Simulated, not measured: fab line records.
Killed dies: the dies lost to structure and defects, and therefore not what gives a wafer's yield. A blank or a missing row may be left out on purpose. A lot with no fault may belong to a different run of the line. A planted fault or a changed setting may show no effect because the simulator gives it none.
fab line records	flow n5_finfet
record lots=6	wafers=18	last_day=18
route steps=1938 shown BEOL_M4@1041
lots that met no fault: taken from a fault-free run of the same line
start_h: hours from the record's first day to the start of the lot's first wafer shown	wait_h: hours since the lot's step before	" unchanged from the row above	L1.1+2: several wafers, shown together as one row	- no value, or no start given	* or withheld: withheld	< > ~ a bound
route shown NAME@n: names a module that has steps shown in the file, with the first one's number in the route	usual: mean and standard deviation over wafers with no fault	same: alike in all rows	chamber/n: place in a boat	sites: each site's reading	_std_site: the values' standard deviation	_edge_site: outer sites' mean less inner sites'	radius_mm: for every site, how far away it sits from the centre of the wafer	mask NAME#n: copy n	behind: the most recent tool/chamber to have shaped the wafer	hold: cause of the lot's hold/its duration in hours/its outcome	device: the n, p or np transistor that did not switch	end of line: at the end of the route, the tests of the same wafers	for a step that has no rows: nothing shown but its recipe	killed: dies lost to structure and defects at the first sort, not the wafer's yield	map: the dies of a wafer, with x for killed, . for not killed, _ for no die there
set.NAME: the setting the step ran with; set.NAME@STEP: the setting that earlier step ran with	model.NAME: the simulator's own value behind a step, which no gauge read
lots at some steps of the route; a table a step, a row a wafer
services: a tool's chamber out of use, with start hour (start_h, from the record's first day; less than 0 if before it), hours out, and reason
## steps
# step N5_BEOL_M4_STRIP_65
# recipe chemistry=N2/H2	temp_c=40	n2_flow_sccm=200	h2_flow_sccm=200	rf_frequency_hz=6e+07
# step N5_BEOL_M4_STRIP_75
# recipe chemistry=N2/H2	temp_c=40	n2_flow_sccm=200	h2_flow_sccm=200	rf_frequency_hz=6e+07
# step N5_BEOL_M4_STRIP_66
# recipe chemistry=CF4	resist=SiARC	power_w=300	bias_power_w=75	pressure_mtorr=50	cf4_flow_sccm=150	rf_frequency_hz=6e+07
# usual drypump_motor_current_A=5.6/0.64	oes_product_au=0.79/0.092	rf_vpp_V=270.9/1.7	showerhead_plenum_p_Torr=1.78/0.068	throttle_valve_pct=13.58/0.28
lot.wafer	tool	chamber	start_h	wait_h	drypump_motor_current_A	oes_product_au	rf_hours_counter_h	rf_vpp_V	showerhead_plenum_p_Torr	throttle_valve_pct
L955.1	rie_diel-06	3	180.02	0.0	5.5	0.68	221	269.8	1.69	13.81
L955.2	"	0	"	"	5.6	0.76	166	270.7	1.79	13.64
L955.4	"	1	"	"	4.9	0.75	153	270.7	1.73	13.91
L960.1	rie_diel-06	3	215.18	0.0	5.5	0.68	235	269.7	1.69	13.83
L960.2	"	2	"	"	6.6	0.99	2	273.7	1.92	13.19
L960.4	"	1	"	"	4.9	0.74	168	270.4	1.73	13.94
L970.1	rie_diel-01	3	268.82	0.0	5.2	0.91	24	270.1	1.75	13.24
L970.2	"	0	"	"	4.9	0.77	141	269.6	1.73	13.72
L970.4	"	2	"	"	6.4	0.78	-	271.9	1.81	13.27
L973.2	rie_diel-06	1	276.98	0.0	4.8	0.72	195	270.6	1.72	14.00
L973.3	"	0	"	"	5.6	0.73	194	271.7	1.78	13.70
L973.4	"	3	"	"	5.5	0.93	2	272.5	1.89	13.34
L975.3	rie_diel-06	2	308.11	0.0	6.6	0.91	38	272.7	1.91	13.27
L975.4	"	1	"	"	4.8	0.71	206	270.6	1.72	14.01
L975.6	"	2	"	"	6.6	0.90	-	273.3	1.91	13.29
L976.1	rie_diel-06	3	309.37	0.0	5.4	0.87	15	273.9	1.89	13.37
L976.4	"	2	"	"	6.6	0.91	38	273.1	1.91	13.29
L976.6	"	1	"	"	4.9	0.71	-	271.0	1.72	14.02
# step N5_BEOL_M4_HM_OPEN_17
# recipe chemistry=Cl2/BCl3	target_depth_a=200	overetch_a=60	target=TiN	mask_material=SOC	ion_energy_ev=150	pressure_mtorr=10	icp_w=1000	bias_w=126	Cl2_flow_sccm=53.25	bcl3_flow_sccm=21.75	Ar_flow_sccm=25
# usual bcl3_flow_sccm=21.74/0.057	drypump_motor_current_A=6.0/0.32	mfc_ar_sccm=25.01/0.074	oes_product_au=0.69/0.057	throttle_valve_pct=22.12/0.2
lot.wafer	tool	chamber	start_h	wait_h	bcl3_flow_sccm	drypump_motor_current_A	mfc_ar_sccm	oes_product_au	rf_hours_counter_h	throttle_valve_pct
L955.1	rie_metal-01	1	180.06	0.0	21.86	6.1	25.05	0.69	32	22.23
L955.2	"	1	"	"	21.83	6.1	25.03	0.69	-	22.23
L955.4	"	1	"	"	21.74	6.1	25.02	0.69	-	22.24
L960.1	rie_metal-02	1	215.22	0.0	21.77	6.2	25.06	0.74	10	22.36
L960.2	"	0	"	"	21.66	6.1	24.93	0.73	14	22.13
L960.4	"	1	"	"	21.77	6.2	24.95	0.74	-	22.35
L970.1	rie_metal-03	0	268.86	0.0	21.84	6.3	24.95	0.68	44	22.07
L970.2	"	0	"	"	21.79	6.3	24.95	0.67	-	22.07
L970.4	"	0	"	"	21.73	6.3	25.02	0.67	-	22.07
L973.2	rie_metal-01	1	277.02	0.0	21.66	6.1	24.97	0.65	41	22.28
L973.3	"	1	"	"	21.77	6.1	24.82	0.67	-	22.27
L973.4	"	0	"	"	21.74	5.3	25.03	0.64	-	21.75
L975.3	rie_metal-02	1	308.18	0.1	21.70	6.2	24.89	0.71	-	22.36
L975.4	"	0	"	"	21.72	6.1	25.05	0.71	-	22.13
L975.6	"	1	"	"	21.74	6.2	25.03	0.72	-	22.37
L976.1	rie_metal-01	1	309.41	0.0	21.67	6.0	25.02	0.67	44	22.24
L976.4	"	0	"	"	21.74	5.3	24.99	0.64	-	21.75
L976.6	"	1	"	"	21.78	6.1	24.97	0.67	-	22.24
# step N5_BEOL_M4_STRIP_19
# recipe chemistry=O2	power_w=400	temp_c=40	pressure_mtorr=30	rf_frequency_hz=6e+07	bias_power_w=0	overash_fraction=0.2	o2_flow_sccm=225
# usual drypump_motor_current_A=5.6/0.64	o2_flow_sccm=225.0/0.7	oes_product_au=0.80/0.1	rf_vpp_V=3.6/0.53	showerhead_plenum_p_Torr=2.08/0.076	throttle_valve_pct=16.64/0.29
lot.wafer	tool	chamber	start_h	wait_h	drypump_motor_current_A	o2_flow_sccm	oes_product_au	rf_hours_counter_h	rf_vpp_V	showerhead_plenum_p_Torr	throttle_valve_pct
L955.1	rie_diel-06	3	180.26	0.2	5.4	225.4	0.69	221	3.9	1.97	16.86
L955.2	"	0	"	"	5.6	224.9	0.77	166	3.7	2.09	16.68
L955.4	"	1	"	"	4.9	224.6	0.76	153	3.9	2.02	17.03
L960.1	rie_diel-06	2	215.33	0.1	6.6	224.6	1.02	2	4.3	2.23	16.27
L960.2	"	0	"	"	5.6	225.1	0.75	181	3.7	2.09	16.71
L960.4	"	1	"	"	4.9	224.2	0.75	168	3.0	2.02	17.06
L970.1	rie_diel-06	1	269.06	0.2	4.9	225.7	0.73	192	3.1	2.01	17.10
L970.2	"	0	"	"	5.6	225.0	0.74	191	3.5	2.08	16.72
L970.4	"	2	"	"	6.6	224.7	0.96	-	3.2	2.23	16.30
L973.2	rie_diel-06	1	277.13	0.1	4.9	223.9	0.73	195	3.3	2.01	17.10
L973.3	"	3	"	"	5.4	225.4	0.95	3	2.9	2.23	16.52
L973.4	"	2	"	"	6.6	224.8	0.94	26	5.7	2.23	16.31
L975.3	rie_diel-06	2	308.39	0.2	6.6	224.0	0.92	38	3.7	2.22	16.35
L975.4	"	1	"	"	4.9	225.5	0.72	206	4.2	2.00	17.13
L975.6	"	0	"	"	5.6	225.0	0.73	-	3.2	2.08	16.75
L976.1	rie_diel-05	2	309.59	0.1	5.5	225.4	0.89	32	3.0	2.14	16.25
L976.4	"	1	"	"	5.7	225.8	0.93	22	2.9	2.05	16.40
L976.6	"	2	"	"	5.5	225.8	0.90	-	4.4	2.14	16.25
# step N5_BEOL_M4_CD_MEAS_18
# recipe pitch_nm=36	target_cd_nm=18
# usual cd_nm=18.0/0.35
lot.wafer	tool	chamber	start_h	wait_h	cd_nm
L955.1	cd_sem-02	-	180.33	0.0	18.0
L955.2	"	-	"	"	18.1
L955.4	"	-	"	"	17.9
L960.1	cd_sem-03	-	215.40	0.0	17.8
L960.2	"	-	"	"	18.1
L960.4	"	-	"	"	18.1
L970.1	cd_sem-01	-	269.13	0.0	18.3
L970.2	"	-	"	"	18.2
L970.4	"	-	"	"	18.0
L973.2	cd_sem-01	-	277.20	0.1	17.9
L973.3	"	-	"	"	18.1
L973.4	"	-	"	"	17.4
L975.3	cd_sem-02	-	308.46	0.1	18.5
L975.4	"	-	"	"	18.3
L975.6	"	-	"	"	18.3
L976.1	cd_sem-02	-	309.66	0.0	18.1
L976.4	"	-	"	"	18.1
L976.6	"	-	"	"	18.6
# step N5_BEOL_M4_COAT_67
# recipe resist=SOC	temp_c=250	time_s=60	spin_rpm=1500	resist_thk_nm=60
# step N5_BEOL_M4_COAT_68
# recipe resist=SiARC	temp_c=220	time_s=60	spin_rpm=1500	resist_thk_nm=12
# step N5_BEOL_M4_COAT_76
# recipe resist=underlayer	temp_c=205	time_s=60	spin_rpm=1500	resist_thk_nm=5
# step N5_BEOL_M4_COAT_22
# recipe resist=CAR-EUV	spin_rpm=1500	resist_thk_nm=30
# step N5_BEOL_M4_EBR_24
# recipe solvent=PGMEA	ebr_width_mm=1.5
# step N5_BEOL_M4_SOFTBAKE_23
# recipe temp_c=110	time_s=60	resist=CAR-EUV
# step N5_BEOL_M4_EXPOSE_25
# recipe mask_id=V3	na=0.33	source_shape=quasar	sigma_inner=0.2	sigma_outer=0.8	polarization=unpolarized	defocus_nm=5	dose_mj=63
# usual exposure_dose_mJ_cm2=62.87/0.068
lot.wafer	tool	chamber	start_h	wait_h	mask	exposure_dose_mJ_cm2
L955.1	euv_scanner-01	0	180.63	-	V3#0	62.81
L955.2	"	0	"	"	V3#0	62.82
L955.4	"	0	"	"	V3#0	62.80
L960.1	euv_scanner-02	0	215.58	-	V3#0	63.06
L960.2	"	0	"	"	V3#0	62.99
L960.4	"	0	"	"	V3#0	63.01
L970.1	euv_scanner-02	0	269.30	-	V3#0	64.98
L970.2	"	0	"	"	V3#0	64.87
L970.4	"	0	"	"	V3#0	64.95
L973.2	euv_scanner-02	0	277.39	-	V3#0	64.05
L973.3	"	0	"	"	V3#0	64.03
L973.4	"	0	"	"	V3#0	63.91
L975.3	euv_scanner-01	0	308.65	-	V3#0	62.84
L975.4	"	0	"	"	V3#0	63.05
L975.6	"	0	"	"	V3#0	62.83
L976.1	euv_scanner-01	0	309.83	-	V3#0	62.83
L976.4	"	0	"	"	V3#0	62.85
L976.6	"	0	"	"	V3#0	62.83
# step N5_BEOL_M4_PEB_26
# recipe peb_temp_c=100	peb_time_s=60	resist=CAR-EUV
# step N5_BEOL_M4_RC_MEAS_101
# usual DIBL_N=36.0/1.8	DIBL_P=36.3/2.4	IOFF_N=0.16/0.035	IOFF_P=0.21/0.036	ION_N=673/13	ION_P=461/7.2	SS_N=71.4/0.6	SS_P=73.2/0.7	VT_N=250/4	VT_P=-250.9/2.9
lot.wafer	tool	chamber	start_h	wait_h	DIBL_N[mV/V]	DIBL_P[mV/V]	IOFF_N[nA/um]	IOFF_P[nA/um]	ION_N[uA/um]	ION_P[uA/um]	SS_N[mV/dec]	SS_P[mV/dec]	VT_N[mV]	VT_P[mV]
L955.1	prober-01	0	191.19	0.0	37.9	40.6	0.20	0.27	688	469	71.1	73.8	248	-247.2
L955.2	"	0	"	"	37.4	39.3	0.19	0.25	693	477	71.5	74.7	248	-248.0
L955.4	"	0	"	"	35.5	36.9	0.16	0.20	670	467	70.9	72.8	251	-250.3
L960.1	prober-02	0	223.45	0.0	36.5	36.5	0.18	0.22	682	465	71.7	73.0	247	-249.1
L960.2	"	0	"	"	34.8	34.5	0.13	0.18	667	460	70.7	73.4	255	-252.5
L960.4	"	0	"	"	35.1	34.5	0.14	0.18	673	459	70.9	72.8	253	-251.2
L970.1	prober-02	0	279.89	0.0	35.5	36.0	0.16	0.19	672	459	71.2	73.3	248	-251.7
L970.2	"	0	"	"	35.9	37.5	0.17	0.21	694	465	71.0	73.5	248	-251.6
L970.4	"	0	"	"	33.8	34.0	0.14	0.18	668	457	70.6	73.0	250	-253.1
L973.2	prober-02	0	287.13	0.2	34.3	33.6	0.12	0.17	654	458	70.7	72.4	253	-252.0
L973.3	"	0	"	"	37.3	36.4	0.17	0.21	680	460	71.5	73.5	248	-250.0
L973.4	"	0	"	"	34.4	33.1	0.11	0.16	662	458	70.4	72.9	253	-258.8
L976.1	prober-01	0	318.29	0.0	38.7	38.4	0.19	0.24	686	467	72.1	73.6	246	-247.2
L976.4	"	0	"	"	39.2	37.3	0.19	0.22	676	459	71.9	74.3	248	-250.4
L976.6	"	0	"	"	38.1	37.2	0.17	0.22	672	456	72.2	73.8	247	-249.7
L975.3	prober-02	0	320.03	0.3	35.2	35.6	0.13	0.19	652	459	70.8	73.2	253	-253.7
L975.4	"	0	"	"	35.7	35.4	0.13	0.19	677	464	71.1	72.7	252	-252.5
L975.6	"	0	"	"	36.8	38.2	0.16	0.23	671	462	71.4	73.4	250	-249.5
## services
tool	chamber	start_h	hours	kind
rie_diel-05	0	156.43	8.6	repair
rie_metal-03	-	162.48	0.4	repair
rie_diel-01	1	164.18	2.6	repair
rie_metal-03	-	177.06	1.4	pm
euv_scanner-02	-	179.90	17.3	pm
rie_diel-06	2	186.97	-	clean
rie_diel-06	2	186.97	-	consumable_replace:focus_ring
rie_diel-06	2	186.97	-	consumable_replace:showerhead
rie_diel-06	2	186.97	13.7	scheduled_down
rie_diel-06	2	186.97	13.7	vent_cycle
euv_scanner-02	-	197.20	4.6	pm
euv_scanner-01	-	204.46	12.0	pm
euv_scanner-01	-	216.46	1.0	pm
rie_diel-05	-	220.37	0.1	repair
rie_metal-02	-	233.82	14.6	pm
rie_diel-05	-	242.12	2.8	pm
euv_scanner-01	-	248.81	0.4	repair
rie_diel-05	0	249.32	13.7	repair
euv_scanner-02	-	254.58	1.0	pm
euv_scanner-01	-	261.43	1.0	pm
rie_diel-01	1	266.36	5.0	repair
euv_scanner-01	-	282.62	5.8	pm
euv_scanner-01	-	300.07	6.2	pm
euv_scanner-02	-	306.32	5.8	pm
## key
first_sign step=N5_BEOL_M4_EXPOSE_25	reading=exposure_dose_mJ_cm2	direction=up	sigmas=24	usual=62.87	struck=64.47
effect none on later readings
met_at N5_BEOL_M4_EXPOSE_25
struck_wafers L970.1,L970.2,L970.4,L973.2,L973.3,L973.4
rows_end L970.1,L970.2,L970.4,L973.2,L973.3,L973.4
loop_trim step=N5_BEOL_M4_EXPOSE_25	setting=dose	lots=L973
onset_between 215.58 269.30
fault kind=process_parameter_drift	tool=euv_scanner-02	chamber=-	onset_h=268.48	steps=N5_BEOL_M4_EXPOSE_25	channel=dose_mj	offset=2.1657	shape=step	acts_in=these_recipes_only	stated=63
# rows_end: these wafers met a further fault down the route, and their rows from its step on are left out
# loop_trim: a control loop set the setting to another value than it would have without faults
